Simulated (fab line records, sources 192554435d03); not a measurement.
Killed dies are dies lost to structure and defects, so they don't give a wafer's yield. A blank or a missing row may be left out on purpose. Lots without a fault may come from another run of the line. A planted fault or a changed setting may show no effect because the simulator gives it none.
Chamber matching | flow n5_finfet | N5_BEOL_M13_ETCH_67 on rie_diel-01: 4 sister chambers
The step etches SiARC in CF4, target depth 143 nm, time 238.3 s. 8 wafers are shown with their chamber, then 9 later ones without.

WAFERS WITH THEIR CHAMBER
wafer  | chamber | showerhead_plenum_p_Torr (Torr) | throttle_valve_pct (%)
L076.3 | 1       | 2.16                            | 15.56
L077.4 | 1       | 2.16                            | 15.57
L079.4 | 0       | 2.14                            | 15.62
L079.5 | 3       | 2.18                            | 15.29
L079.6 | 2       | 2.08                            | 15.38
L083.1 | 3       | 2.18                            | 15.30
L083.2 | 2       | 2.08                            | 15.40
L083.4 | 0       | 2.13                            | 15.65

WAFERS WITHOUT THEIR CHAMBER
wafer  | showerhead_plenum_p_Torr (Torr) | throttle_valve_pct (%)
L086.2 | 2.13                            | 15.64
L086.3 | 2.08                            | 15.39
L086.5 | 2.13                            | 15.66
L087.2 | 2.13                            | 15.65
L087.3 | 2.18                            | 15.32
L087.6 | 2.08                            | 15.41
L089.3 | 2.07                            | 15.40
L089.5 | 2.17                            | 15.32
L089.6 | 2.07                            | 15.40

WHICH CHAMBER EACH WENT THROUGH
wafer  | from the rows above | in truth
L086.2 | 0                   | 0
L086.3 | 2                   | 2
L086.5 | 0                   | 0
L087.2 | 0                   | 0
L087.3 | 3                   | 3
L087.6 | 2                   | 2
L089.3 | 2                   | 2
L089.5 | 3                   | 3
L089.6 | 2                   | 2
Placed correctly: 9 of 9. Can't be placed from these rows: 0. Placed wrongly: 0.
How it was worked out, from the rows above alone: a wafer's distance from a chamber is the root of the sum, over the readings, of the square of ((its reading less the chamber's mean) divided by the reading's scatter). The wafer belongs to the nearest chamber; if the next one is less than 2 further off, it can't be placed. A chamber's mean is the mean of its shown wafers. The scatter: the root of (the sum of the squares of (reading less its chamber's mean) over the shown wafers, divided by (wafers less chambers)).
